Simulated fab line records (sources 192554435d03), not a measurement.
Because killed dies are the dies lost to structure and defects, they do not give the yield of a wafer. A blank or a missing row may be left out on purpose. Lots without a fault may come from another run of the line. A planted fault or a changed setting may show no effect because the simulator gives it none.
Which tool was responsible? + flow n5 finfet + 72 wafers from 24 lots sampled at 6 of the route's 1938 steps

== WHAT THE GAUGES SHOWED, per wafer ==
N5_BEOL_M5_INSPECT_13: inspects for defects (brightfield).
| lot  | measured     | on                | raw defect count |
|------|--------------|-------------------|------------------|
| L074 | day 7 23:42  | defect inspect-01 | 333 337 354      |
| L075 | day 8 08:20  | defect inspect-02 | 486 487 491      |
| L076 | day 8 17:52  | defect inspect-02 | 550 472 426      |
| L077 | day 9 06:05  | defect inspect-01 | 467 349 427      |
| L079 | day 9 12:54  | defect inspect-01 | 417 488 534      |
| L080 | day 9 19:25  | defect inspect-01 | 353 239 348      |
| L078 | day 9 22:09  | defect inspect-02 | 553 497 447      |
| L081 | day 10 00:18 | defect inspect-02 | 521 451 474      |
| L082 | day 10 01:19 | defect inspect-02 | 509 367 339      |
| L085 | day 10 18:22 | defect inspect-01 | 319 384 393      |
| L084 | day 11 01:10 | defect inspect-01 | 425 494 335      |
| L083 | day 11 04:14 | defect inspect-02 | 319 337 365      |
| L087 | day 11 09:20 | defect inspect-01 | 283 254 320      |
| L086 | day 11 12:52 | defect inspect-01 | 582 493 365      |
| L088 | day 11 22:31 | defect inspect-01 | 451 336 402      |
| L090 | day 12 01:29 | defect inspect-02 | 456 564 411      |
| L091 | day 12 10:41 | defect inspect-02 | 515 419 515      |
| L089 | day 12 18:32 | defect inspect-02 | 546 640 546      |
| L092 | day 12 21:43 | defect inspect-02 | 423 532 525      |
| L093 | day 13 02:04 | defect inspect-01 | 307 448 569      |
| L094 | day 13 05:43 | defect inspect-01 | 616 702 493      |
| L095 | day 13 15:01 | defect inspect-01 | 385 395 503      |
| L096 | day 14 00:46 | defect inspect-01 | 361 459 446      |
| L097 | day 14 07:50 | defect inspect-01 | 350 297 376      |

N5_BEOL_M5_INSPECT_30: inspects for defects (brightfield).
| lot  | measured     | on                | raw defect count |
|------|--------------|-------------------|------------------|
| L074 | day 8 01:19  | defect inspect-01 | 311 352 337      |
| L075 | day 8 10:58  | defect inspect-02 | 475 463 471      |
| L076 | day 8 21:20  | defect inspect-02 | 520 451 440      |
| L077 | day 9 07:35  | defect inspect-02 | 523 381 445      |
| L079 | day 9 15:04  | defect inspect-02 | 436 531 559      |
| L080 | day 9 20:23  | defect inspect-02 | 366 262 370      |
| L078 | day 9 23:01  | defect inspect-02 | 606 494 460      |
| L081 | day 10 04:25 | defect inspect-02 | 524 484 457      |
| L082 | day 10 04:27 | defect inspect-01 | 475 338 308      |
| L085 | day 10 20:29 | defect inspect-01 | 325 383 401      |
| L084 | day 11 03:28 | defect inspect-01 | 418 484 338      |
| L083 | day 11 06:46 | defect inspect-01 | 341 344 363      |
| L087 | day 11 11:39 | defect inspect-02 | 292 251 358      |
| L086 | day 11 15:37 | defect inspect-01 | 578 476 343      |
| L088 | day 12 00:40 | defect inspect-01 | 429 328 383      |
| L090 | day 12 03:10 | defect inspect-02 | 465 537 426      |
| L091 | day 12 11:55 | defect inspect-02 | 511 426 500      |
| L089 | day 12 20:31 | defect inspect-01 | 510 605 513      |
| L092 | day 13 00:37 | defect inspect-01 | 418 502 496      |
| L093 | day 13 04:13 | defect inspect-02 | 332 486 588      |
| L094 | day 13 08:39 | defect inspect-02 | 651 743 556      |
| L095 | day 13 16:22 | defect inspect-02 | 379 403 498      |
| L096 | day 14 01:59 | defect inspect-02 | 395 498 490      |
| L097 | day 14 10:33 | defect inspect-01 | 354 317 377      |

== EACH LOT AND THE TOOL THAT RAN IT (in order: tool; ch and the chambers of the sampled wafers; start) ==
| lot  | N5_BEOL_M4_SPUTTER_48        | N5_BEOL_M4_ANNEAL_89         | N5_BEOL_M4_DEP_57               | N5_BEOL_M5_STRIP_64                |
|------|------------------------------|------------------------------|---------------------------------|------------------------------------|
| L074 | pvd sputter-01, day 7 17:44  | pvd sputter-01, day 7 18:41  | pecvd-03 ch 1,2, day 7 20:28    | rie diel-04 ch 0,2,3, day 8 00:01  |
| L075 | pvd sputter-02, day 8 00:19  | pvd sputter-02, day 8 01:16  | pecvd-04 ch 0,1,2, day 8 03:03  | rie diel-04 ch 1,2,3, day 8 08:35  |
| L076 | pvd sputter-01, day 8 12:18  | pvd sputter-01, day 8 13:16  | pecvd-03 ch 1,2, day 8 15:04    | rie diel-03 ch 2,3, day 8 18:07    |
| L077 | pvd sputter-02, day 9 00:47  | pvd sputter-02, day 9 01:44  | pecvd-01 ch 0,1,2, day 9 03:32  | rie diel-06 ch 0,1,2, day 9 06:20  |
| L079 | pvd sputter-03, day 9 02:13  | pvd sputter-03, day 9 07:39  | pecvd-04 ch 0,2, day 9 09:29    | rie diel-03 ch 0,2, day 9 14:20    |
| L080 | pvd sputter-03, day 9 13:23  | pvd sputter-03, day 9 14:20  | pecvd-01 ch 0,1,2, day 9 16:08  | rie diel-06 ch 1,2,3, day 9 19:39  |
| L078 | pvd sputter-01, day 9 16:19  | pvd sputter-01, day 9 17:16  | pecvd-04 ch 0,1,2, day 9 19:04  | rie diel-04 ch 0,1,2, day 9 22:24  |
| L081 | pvd sputter-01, day 9 18:09  | pvd sputter-01, day 9 19:07  | pecvd-04 ch 0,1,2, day 9 20:53  | rie diel-06 ch 0,2,3, day 10 00:47 |
| L082 | pvd sputter-03, day 9 19:50  | pvd sputter-03, day 9 20:47  | pecvd-01 ch 0,1, day 9 22:35    | rie diel-03 ch 0,1,2, day 10 01:33 |
| L085 | pvd sputter-03, day 10 13:07 | pvd sputter-03, day 10 14:05 | pecvd-04 ch 0,1,2, day 10 15:52 | rie diel-06 ch 1,2,3, day 10 18:58 |
| L084 | pvd sputter-01, day 10 18:55 | pvd sputter-01, day 10 19:52 | pecvd-03 ch 0,1,2, day 10 21:39 | rie diel-03 ch 1,3, day 11 01:24   |
| L083 | pvd sputter-03, day 10 21:23 | pvd sputter-03, day 10 22:21 | pecvd-04 ch 1,2, day 11 00:08   | rie diel-03 ch 2,3, day 11 04:28   |
| L087 | pvd sputter-02, day 11 03:33 | pvd sputter-02, day 11 04:31 | pecvd-04 ch 0,2, day 11 06:20   | rie diel-03 ch 0,1,2, day 11 09:34 |
| L086 | pvd sputter-01, day 11 05:07 | pvd sputter-01, day 11 06:04 | pecvd-01 ch 0,1, day 11 07:53   | rie diel-06 ch 1,3, day 11 13:14   |
| L088 | pvd sputter-01, day 11 15:35 | pvd sputter-01, day 11 16:33 | pecvd-03 ch 1, day 11 18:25     | rie diel-03 ch 0,1,3, day 11 22:47 |
| L090 | pvd sputter-02, day 11 19:19 | pvd sputter-02, day 11 20:16 | pecvd-03 ch 0,1, day 11 22:04   | rie diel-06 ch 1,2,3, day 12 02:10 |
| L091 | pvd sputter-03, day 12 05:03 | pvd sputter-03, day 12 06:01 | pecvd-03 ch 0,1,2, day 12 07:48 | rie diel-06 ch 0,1, day 12 10:56   |
| L089 | pvd sputter-01, day 12 12:17 | pvd sputter-01, day 12 13:15 | pecvd-01 ch 0,2, day 12 15:08   | rie diel-04 ch 0,1, day 12 18:46   |
| L092 | pvd sputter-01, day 12 15:46 | pvd sputter-01, day 12 16:44 | pecvd-01 ch 0,2, day 12 18:34   | rie diel-04 ch 1,2,3, day 12 22:15 |
| L093 | pvd sputter-01, day 12 18:54 | pvd sputter-01, day 12 19:52 | pecvd-01 ch 0,1,2, day 12 21:38 | rie diel-03 ch 0,1,2, day 13 02:18 |
| L094 | pvd sputter-02, day 12 23:49 | pvd sputter-02, day 13 00:47 | pecvd-01 ch 0,1,2, day 13 02:34 | rie diel-04 ch 1,3, day 13 05:58   |
| L095 | pvd sputter-02, day 13 07:18 | pvd sputter-02, day 13 08:16 | pecvd-04 ch 1,2, day 13 10:04   | rie diel-06 ch 2,3, day 13 15:32   |
| L096 | pvd sputter-02, day 13 19:26 | pvd sputter-02, day 13 20:24 | pecvd-01 ch 0,1,2, day 13 22:14 | rie diel-04 ch 0,2,3, day 14 01:01 |
| L097 | pvd sputter-01, day 14 01:52 | pvd sputter-01, day 14 02:49 | pecvd-04 ch 0,2, day 14 04:36   | rie diel-06 ch 0,2,3, day 14 08:10 |
- N5_BEOL_M4_SPUTTER_48: material Cu, target thk 4.5 nm, time 8.29 s.
- N5_BEOL_M4_ANNEAL_89: time 240 s.
- N5_BEOL_M4_DEP_57: deposits SiCN from 3MS/NH3, target thk 8 nm, time 14 s.
- N5_BEOL_M5_STRIP_64: strips in CF4.

== AS READ BY THE TOOLS THEMSELVES (means over the sampled wafers that have a number; for cases with no such wafer, the mark the record gives instead) ==
N5_BEOL_M4_SPUTTER_48.
| lot  | tool           | throttle valve pct (%) |
|------|----------------|------------------------|
| L074 | pvd sputter-01 | 30.5                   |
| L075 | pvd sputter-02 | 30.7                   |
| L076 | pvd sputter-01 | 30.3                   |
| L077 | pvd sputter-02 | 30.7                   |
| L079 | pvd sputter-03 | 30.3                   |
| L080 | pvd sputter-03 | 30.2                   |
| L078 | pvd sputter-01 | 30.5                   |
| L081 | pvd sputter-01 | 30.2                   |
| L082 | pvd sputter-03 | 30.6                   |
| L085 | pvd sputter-03 | 30.2                   |
| L084 | pvd sputter-01 | 30.5                   |
| L083 | pvd sputter-03 | 30.1                   |
| L087 | pvd sputter-02 | 30.6                   |
| L086 | pvd sputter-01 | 30.3                   |
| L088 | pvd sputter-01 | 29.8                   |
| L090 | pvd sputter-02 | 30.8                   |
| L091 | pvd sputter-03 | 30.1                   |
| L089 | pvd sputter-01 | 30.4                   |
| L092 | pvd sputter-01 | 30.4                   |
| L093 | pvd sputter-01 | 30.2                   |
| L094 | pvd sputter-02 | 30.5                   |
| L095 | pvd sputter-02 | 30.6                   |
| L096 | pvd sputter-02 | 30.5                   |
| L097 | pvd sputter-01 | 30.0                   |

N5_BEOL_M4_ANNEAL_89.
| lot  | tool           | heater power w (W) |
|------|----------------|--------------------|
| L074 | pvd sputter-01 | 716                |
| L075 | pvd sputter-02 | 845                |
| L076 | pvd sputter-01 | 772                |
| L077 | pvd sputter-02 | 877                |
| L079 | pvd sputter-03 | 849                |
| L080 | pvd sputter-03 | 875                |
| L078 | pvd sputter-01 | 813                |
| L081 | pvd sputter-01 | 811                |
| L082 | pvd sputter-03 | 861                |
| L085 | pvd sputter-03 | 843                |
| L084 | pvd sputter-01 | 795                |
| L083 | pvd sputter-03 | 840                |
| L087 | pvd sputter-02 | 853                |
| L086 | pvd sputter-01 | 702                |
| L088 | pvd sputter-01 | 789                |
| L090 | pvd sputter-02 | 860                |
| L091 | pvd sputter-03 | 842                |
| L089 | pvd sputter-01 | 699                |
| L092 | pvd sputter-01 | 698                |
| L093 | pvd sputter-01 | 888                |
| L094 | pvd sputter-02 | 827                |
| L095 | pvd sputter-02 | 800                |
| L096 | pvd sputter-02 | 804                |
| L097 | pvd sputter-01 | 782                |

N5_BEOL_M4_DEP_57.
| lot  | tool     | showerhead plenum p Torr (Torr) | throttle valve pct (%) |
|------|----------|---------------------------------|------------------------|
| L074 | pecvd-03 | 3.677                           | 8.7                    |
| L075 | pecvd-04 | 3.671                           | 9.0                    |
| L076 | pecvd-03 | 3.681                           | 8.8                    |
| L077 | pecvd-01 | 3.663                           | 9.3                    |
| L079 | pecvd-04 | 3.667                           | 9.0                    |
| L080 | pecvd-01 | 3.660                           | 9.1                    |
| L078 | pecvd-04 | 3.669                           | 9.0                    |
| L081 | pecvd-04 | 3.667                           | 8.9                    |
| L082 | pecvd-01 | 3.649                           | 9.4                    |
| L085 | pecvd-04 | 3.671                           | 9.0                    |
| L084 | pecvd-03 | 3.681                           | 8.6                    |
| L083 | pecvd-04 | 3.670                           | 8.5                    |
| L087 | pecvd-04 | 3.668                           | 8.9                    |
| L086 | pecvd-01 | 3.651                           | 9.1                    |
| L088 | pecvd-03 | 3.681                           | 9.1                    |
| L090 | pecvd-03 | 3.684                           | 9.0                    |
| L091 | pecvd-03 | 3.676                           | 8.7                    |
| L089 | pecvd-01 | 3.672                           | 9.1                    |
| L092 | pecvd-01 | 3.665                           | 9.6                    |
| L093 | pecvd-01 | 3.660                           | 9.2                    |
| L094 | pecvd-01 | 3.659                           | 9.2                    |
| L095 | pecvd-04 | 3.667                           | 8.7                    |
| L096 | pecvd-01 | 3.661                           | 9.2                    |
| L097 | pecvd-04 | 3.669                           | 9.5                    |

N5_BEOL_M5_STRIP_64.
| lot  | tool        | cf4 flow sccm (sccm) | drypump motor current A (A) | oes product au (a.u.) | rf vpp V (V) | showerhead plenum p Torr (Torr) | throttle valve pct (%) |
|------|-------------|----------------------|-----------------------------|-----------------------|--------------|---------------------------------|------------------------|
| L074 | rie diel-04 | 149.7                | 5.8                         | 0.76                  | 271.1        | 1.77                            | 13.7                   |
| L075 | rie diel-04 | 149.7                | 5.5                         | 0.76                  | 271.5        | 1.80                            | 13.6                   |
| L076 | rie diel-03 | 150.2                | 6.3                         | 0.86                  | 271.2        | 1.80                            | 13.4                   |
| L077 | rie diel-06 | 150.2                | 5.6                         | 0.73                  | 271.1        | 1.81                            | 13.9                   |
| L079 | rie diel-03 | 150.1                | 6.1                         | 0.88                  | 270.6        | 1.76                            | 13.2                   |
| L080 | rie diel-06 | 149.7                | 5.6                         | 0.80                  | 270.8        | 1.81                            | 13.7                   |
| L078 | rie diel-04 | 149.9                | 5.8                         | 0.79                  | 271.3        | 1.78                            | 13.6                   |
| L081 | rie diel-06 | 149.4                | 5.6                         | 0.79                  | 272.7        | 1.83                            | 13.5                   |
| L082 | rie diel-03 | 150.8                | 6.0                         | 0.83                  | 272.0        | 1.79                            | 13.4                   |
| L085 | rie diel-06 | 150.0                | 5.6                         | 0.78                  | 271.1        | 1.81                            | 13.7                   |
| L084 | rie diel-03 | 149.9                | 6.2                         | 0.73                  | 272.2        | 1.86                            | 13.9                   |
| L083 | rie diel-03 | 149.8                | 6.3                         | 0.83                  | 270.7        | 1.79                            | 13.4                   |
| L087 | rie diel-03 | 150.1                | 6.0                         | 0.82                  | 271.0        | 1.79                            | 13.4                   |
| L086 | rie diel-06 | 149.9                | 5.8                         | 0.80                  | 271.4        | 1.81                            | 13.4                   |
| L088 | rie diel-03 | 150.4                | 6.0                         | 0.76                  | 271.4        | 1.82                            | 13.6                   |
| L090 | rie diel-06 | 149.8                | 5.6                         | 0.78                  | 271.5        | 1.80                            | 13.7                   |
| L091 | rie diel-06 | 150.2                | 5.8                         | 0.85                  | 271.0        | 1.81                            | 13.5                   |
| L089 | rie diel-04 | 150.7                | 6.0                         | 0.80                  | 269.6        | 1.79                            | 13.7                   |
| L092 | rie diel-04 | 150.0                | 5.5                         | 0.73                  | 270.7        | 1.79                            | 13.7                   |
| L093 | rie diel-03 | 150.0                | 6.0                         | 0.80                  | 270.4        | 1.79                            | 13.5                   |
| L094 | rie diel-04 | 149.8                | 5.5                         | 0.72                  | 271.6        | 1.81                            | 13.7                   |
| L095 | rie diel-06 | 150.8                | 5.6                         | 0.82                  | 271.9        | 1.82                            | 13.4                   |
| L096 | rie diel-04 | 149.9                | 5.8                         | 0.79                  | 270.3        | 1.76                            | 13.6                   |
| L097 | rie diel-06 | 150.2                | 5.6                         | 0.82                  | 272.0        | 1.82                            | 13.4                   |

== THE ANSWER, worked out from the rows above alone ==
Rule: usual is defined by the lots themselves. Put in order of their means at a reading, lots are off if they are a third of the lots or fewer, leave a main group of 4 or more, and stand apart from it by a gap of 3 or more times the standard deviation of the main group's means; of several such gaps the widest counts. A main group is skipped when, at the precision printed for the reading in the tables above, its means are all equal. Also off: a lot with no number at a reading for which 4 or more lots have one. The other lots that the step has rows for count as sound. Order of review: gauges by route order, followed by the tools' own readings, for which a lot's mean as printed above is used. At the first step where some lot is off, the reading lying furthest off is the one used; lots without a number count as furthest.
None of the lots is off at any reading shown; this tells nothing.

== WHAT THE SIMULATOR PUT IN ==
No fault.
